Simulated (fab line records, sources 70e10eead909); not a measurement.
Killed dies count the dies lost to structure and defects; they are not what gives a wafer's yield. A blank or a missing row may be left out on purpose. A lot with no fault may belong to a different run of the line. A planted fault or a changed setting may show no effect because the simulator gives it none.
Chamber matching / flow nand-harc / ald-hk-03 running NHARC_A_STAIRCASE_ALD_420: 4 sister chambers
The step deposits SiO2, target thk 20 nm, pulse time 6 s, ald cycles 200. 14 wafers are shown with their chamber, then 7 later ones without.

== WAFERS, EACH WITH ITS CHAMBER ==
wafer=L077.1; chamber=1; heater-power-w (W)=349; precursor-pulse-height-rel=0.991
wafer=L077.2; chamber=0; heater-power-w (W)=425; precursor-pulse-height-rel=0.999
wafer=L077.6; chamber=0; heater-power-w (W)=428; precursor-pulse-height-rel=1.005
wafer=L081.2; chamber=1; heater-power-w (W)=350; precursor-pulse-height-rel=0.979
wafer=L081.3; chamber=3; heater-power-w (W)=443; precursor-pulse-height-rel=1.002
wafer=L081.4; chamber=2; heater-power-w (W)=424; precursor-pulse-height-rel=1.033
wafer=L083.3; chamber=0; heater-power-w (W)=427; precursor-pulse-height-rel=1.028
wafer=L083.4; chamber=1; heater-power-w (W)=343; precursor-pulse-height-rel=0.997
wafer=L083.6; chamber=3; heater-power-w (W)=443; precursor-pulse-height-rel=0.978
wafer=L082.1; chamber=1; heater-power-w (W)=348; precursor-pulse-height-rel=1.000
wafer=L082.2; chamber=3; heater-power-w (W)=450; precursor-pulse-height-rel=0.962
wafer=L082.5; chamber=0; heater-power-w (W)=431; precursor-pulse-height-rel=1.004
wafer=L088.3; chamber=0; heater-power-w (W)=434; precursor-pulse-height-rel=0.950
wafer=L088.5; chamber=0; heater-power-w (W)=432; precursor-pulse-height-rel=0.991

SIGNATURES, as means of the wafers listed above
reading=heater-power-w; chamber 0=429.50; chamber 1=347.50; chamber 2=424.00; chamber 3=445.33; scatter within a chamber=3.45
reading=precursor-pulse-height-rel; chamber 0=0.99617; chamber 1=0.99175; chamber 2=1.03300; chamber 3=0.98067; scatter within a chamber=0.0209
Rule: a wafer lies at a distance from a chamber equal to the root of the sum of squares, over the readings, of (its reading less the chamber's mean, divided by the reading's scatter). If the next closest chamber is less than 2 further off than the closest, the wafer can't be placed; otherwise it belongs to the closest. The scatter: the root of (the sum of the squares of (reading less its chamber's mean) over the shown wafers, divided by (wafers less chambers)).

== WAFERS WHOSE CHAMBER IS MISSING ==
wafer=L088.6; heater-power-w (W)=444; precursor-pulse-height-rel=0.999
wafer=L091.1; heater-power-w (W)=341; precursor-pulse-height-rel=1.014
wafer=L091.3; heater-power-w (W)=430; precursor-pulse-height-rel=0.959
wafer=L091.4; heater-power-w (W)=457; precursor-pulse-height-rel=0.985
wafer=L094.3; heater-power-w (W)=440; precursor-pulse-height-rel=1.027
wafer=L094.4; heater-power-w (W)=353; precursor-pulse-height-rel=1.008
wafer=L094.6; heater-power-w (W)=421; precursor-pulse-height-rel=0.983

== WHICH CHAMBER EACH ONE RAN IN ==
wafer=L088.6; from the rows above=3; in truth=3
wafer=L091.1; from the rows above=1; in truth=1
wafer=L091.3; from the rows above=0; in truth=0
wafer=L091.4; from the rows above=3; in truth=3
wafer=L094.3; from the rows above=can't be placed: 3 or 0 or 2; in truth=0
wafer=L094.4; from the rows above=1; in truth=1
wafer=L094.6; from the rows above=can't be placed: 2 or 0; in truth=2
5 of 7 placed correctly. Not placeable from these rows: 2 (in 2, the candidates include the true chamber). Placed wrongly: 0.
